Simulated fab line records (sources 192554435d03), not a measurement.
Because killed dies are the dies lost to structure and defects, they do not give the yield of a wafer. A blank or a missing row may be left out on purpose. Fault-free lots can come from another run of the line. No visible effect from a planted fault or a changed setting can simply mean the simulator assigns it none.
Split-lot trial    flow n5_finfet    7 lots, 21 wafers read, on a route of 1938 steps

== THE SPLIT ==
At N5_BEOL_M9_ETCH_62 (etches SOC in N2/H2, target depth 110 nm, overetch 22 nm, time 165 s), the setting source_w was moved away from the recipe's 840 W on 10 of the 21 wafers read, by -12.5% to +10.0%. The other wafers ran this setting at the recipe's value.

The reading comes from the split's own step.

== THE READING ==
rf_vpp_V, in V, at N5_BEOL_M9_ETCH_62 (etches SOC in N2/H2, target depth 110 nm, overetch 22 nm, time 165 s). On this fab line, fault-free wafers typically give 524.0 V with a standard deviation of 2.8 V.

wafer   tool, chamber at the split  source_w as run, W  against the recipe  rf_vpp_V, V  against lot-mates on the recipe
L076.1  rie_diel-03, 3              840                 recipe              523.8        -
L076.2  rie_diel-03, 0              748.2               -10.9%              540.1        +16.3
L076.3  rie_diel-03, 1              748.2               -10.9%              541.7        +17.9
L077.1  rie_diel-05, 0              840                 recipe              529.5        -
L077.4  rie_diel-05, 1              840                 recipe              527.6        -
L077.6  rie_diel-05, 2              840                 recipe              529.0        -
L080.2  rie_diel-03, 3              784.3               -6.6%               535.1        +12.7
L080.3  rie_diel-03, 1              784.3               -6.6%               535.0        +12.6
L080.5  rie_diel-03, 3              840                 recipe              522.4        -
L083.2  rie_diel-03, 0              924.3               +10.0%              504.7        -20.7
L083.4  rie_diel-03, 2              840                 recipe              525.2        -
L083.6  rie_diel-03, 2              840                 recipe              525.6        -
L084.2  rie_diel-03, 2              734.8               -12.5%              549.3        +28.9
L084.4  rie_diel-03, 3              734.8               -12.5%              546.8        +26.4
L084.6  rie_diel-03, 0              840                 recipe              520.4        -
L093.1  rie_diel-05, 3              922.8               +9.9%               506.1        no lot-mate on the recipe
L093.2  rie_diel-05, 0              922.8               +9.9%               510.8        no lot-mate on the recipe
L093.4  rie_diel-05, 2              922.8               +9.9%               511.0        no lot-mate on the recipe
L094.2  rie_diel-04, 0              840                 recipe              521.8        -
L094.3  rie_diel-04, 2              840                 recipe              520.1        -
L094.4  rie_diel-04, 1              840                 recipe              526.3        -

FIT RESULTS
A straight line over all 21 wafers: rf_vpp_V changes by -1.68 V for each +1% of source_w; r = -0.97; the points scatter about the line by 2.9 V.
The same after taking each lot's own level away (the mean of its wafers on the recipe; 18 wafers): -1.96 V for each +1%; r = -0.98; scatter 2.3 V.
On that fit, the largest move of source_w shifts the reading by 25 V.
Across the lots, their own levels run from 520.40 to 528.70 V, a range of 3.0 times the standard deviation given above.
So the slope is not independent of the lot-to-lot level: the two fits are not the same.
Check: for one of the wafers moved furthest among these (-12.5%), held out of the fit, the line's prediction against its lot-mates is +23.1 V. Against them it came out at +28.9 V.
Tool readings at the split's step, against how far the setting was moved: rf_vpp_V r = -0.97.

== ADDITIONAL SPLITS CARRIED BY THESE WAFERS ==
Note: prior to the reading, these wafers also went through further splits. Each is held against what the fit with the lots' levels taken away leaves over:
other split on the same wafers  wafers away from the commonest value  r with rf_vpp_V (lot level and that fit taken away)
N5_BEOL_M6_COAT_22 spin_rpm     9                                     -0.19
N5_BEOL_M7_PECVD_70 temp_c      6                                     -0.05
N5_BEOL_M8_COAT_05 spin_rpm     3                                     -0.04
N5_BEOL_M8_ETCH_62 time_s       6                                     -0.38

== THE FILE'S OWN FIT ==
rf_vpp_V changes by -1.96 V for each +1% of source_w, r = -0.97.
